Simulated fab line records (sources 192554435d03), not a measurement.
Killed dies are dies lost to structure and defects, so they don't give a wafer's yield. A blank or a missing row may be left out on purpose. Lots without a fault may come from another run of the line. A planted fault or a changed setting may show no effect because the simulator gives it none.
Split-lot experiment	flow n5_finfet	21 wafers read from 7 lots, route of 1938 steps

SPLIT DETAILS
At N5_BEOL_M4_COAT_05 (resist thk 30 nm), the setting spin_rpm was moved away from the recipe's 1500 rpm on 3 of the 21 wafers read, by +6.5% to +8.6%. For the rest of the wafers, this setting stayed at what the recipe calls for.

FROM THE SPLIT TO THE READING: what the file shows between them, 5 steps
- N5_BEOL_M4_EBR_07
- N5_BEOL_M4_SOFTBAKE_06: time 60 s
- N5_BEOL_M4_EXPOSE_08: exposes mask M4
- N5_BEOL_M4_PEB_09: peb time 60 s
- N5_BEOL_M4_DEVELOP_10: develop time 30 s

THE READING
CAR-EUV_of_BEOL_M4_COAT_05.thk_nm (the simulator's own value, which no gauge read), in nm, at N5_BEOL_M4_DESCUM_16 (chemistry O2, time 7 s). There is no usual value for it anywhere in the file. Average 25.9 nm, standard deviation 0.28 nm, over the 18 wafers here run with the recipe.

wafer	tool, chamber at the split	spin_rpm as run, rpm	against the recipe	CAR-EUV_of_BEOL_M4_COAT_05.thk_nm, nm	against lot-mates on the recipe
L077.1	litho_track-01, 0	1500	recipe	26	-
L077.4	litho_track-01, 0	1500	recipe	26	-
L077.5	litho_track-01, 0	1500	recipe	26	-
L081.2	litho_track-01, 0	1500	recipe	26.4	-
L081.4	litho_track-01, 0	1500	recipe	26.4	-
L081.6	litho_track-01, 0	1500	recipe	26	-
L083.2	litho_track-04, 0	1629	+8.6%	24.8	-1.4
L083.5	litho_track-04, 0	1629	+8.6%	24	-2.2
L083.6	litho_track-04, 0	1500	recipe	26.2	-
L084.2	litho_track-01, 0	1500	recipe	25.6	-
L084.4	litho_track-01, 0	1500	recipe	25.6	-
L084.3	litho_track-01, 0	1500	recipe	26	-
L086.3	litho_track-04, 0	1500	recipe	25.4	-
L086.5	litho_track-04, 0	1500	recipe	25.4	-
L086.4	litho_track-04, 0	1500	recipe	26	-
L089.1	litho_track-01, 0	1500	recipe	26.2	-
L089.5	litho_track-01, 0	1500	recipe	26	-
L089.6	litho_track-01, 0	1500	recipe	26	-
L097.1	litho_track-01, 0	1597	+6.5%	25	-0.9
L097.3	litho_track-01, 0	1500	recipe	26	-
L097.6	litho_track-01, 0	1500	recipe	25.8	-

FIT RESULTS
A straight line over all 21 wafers: CAR-EUV_of_BEOL_M4_COAT_05.thk_nm changes by -0.172 nm for each +1% of spin_rpm; r = -0.86; the points scatter about the line by 0.31 nm.
The same after taking each lot's own level away (the mean of its wafers on the recipe; 21 wafers): -0.194 nm for each +1%; r = -0.93; scatter 0.23 nm.
Per that fit: largest spin_rpm move, reading shift of 1.7 nm.
Measured against the standard deviation above, the lots' own levels, which go from 25.60 to 26.27 nm, span 2.4 times it.
So the slope is not independent of the lot-to-lot level: the two fits are not the same.
Check: -1.84 nm against its lot-mates is what the line predicts for one of the wafers moved furthest among these (+8.6%) when that wafer is left out of the fit. It came out at -1.4 nm against them.

ADDITIONAL SPLITS CARRIED BY THESE WAFERS
Note: prior to the reading, these wafers also went through further splits. Each is held against what the fit with the lots' levels taken away leaves over:
other split on the same wafers	wafers away from the commonest value	r with CAR-EUV_of_BEOL_M4_COAT_05.thk_nm (lot level and that fit taken away)
N5_BEOL_M3_VIA_ETCH_34 time_s	9	+0.02

THE WHOLE CHAIN: every reading that the file lists as answering this split, in the file's order
step	what it does	reading	change (the file's fit)	r (the file's)
N5_BEOL_M4_COAT_05	resist thk 30 nm	CAR-EUV_of_BEOL_M4_COAT_05.thk_nm (the simulator's own value, which no gauge read)	-0.139 nm for each +1% of the setting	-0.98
N5_BEOL_M4_DEVELOP_10	develop time 30 s	CAR-EUV_of_BEOL_M4_COAT_05.thk_nm (the simulator's own value, which no gauge read)	-0.147 nm for each +1% of the setting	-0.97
N5_BEOL_M4_DESCUM_16	chemistry O2, time 7 s	CAR-EUV_of_BEOL_M4_COAT_05.thk_nm (the simulator's own value, which no gauge read)	-0.184 nm for each +1% of the setting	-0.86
N5_BEOL_M4_ETCH_74	etches underlayer in N2/H2, target depth 6.5 nm, time 5.2 s	CAR-EUV_of_BEOL_M4_COAT_05.thk_nm (the simulator's own value, which no gauge read)	-0.152 nm for each +1% of the setting, in a fit together with time_s@BEOL_M4_DESCUM_16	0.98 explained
N5_BEOL_M4_ETCH_63	etches SiARC in CF4, target depth 15.6 nm, time 26 s	CAR-EUV_of_BEOL_M4_COAT_05.thk_nm (the simulator's own value, which no gauge read)	-0.152 nm for each +1% of the setting, in a fit together with time_s@BEOL_M4_DESCUM_16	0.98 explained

FILE'S OWN FIT
CAR-EUV_of_BEOL_M4_COAT_05.thk_nm changes by -0.184 nm for each +1% of spin_rpm, r = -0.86.
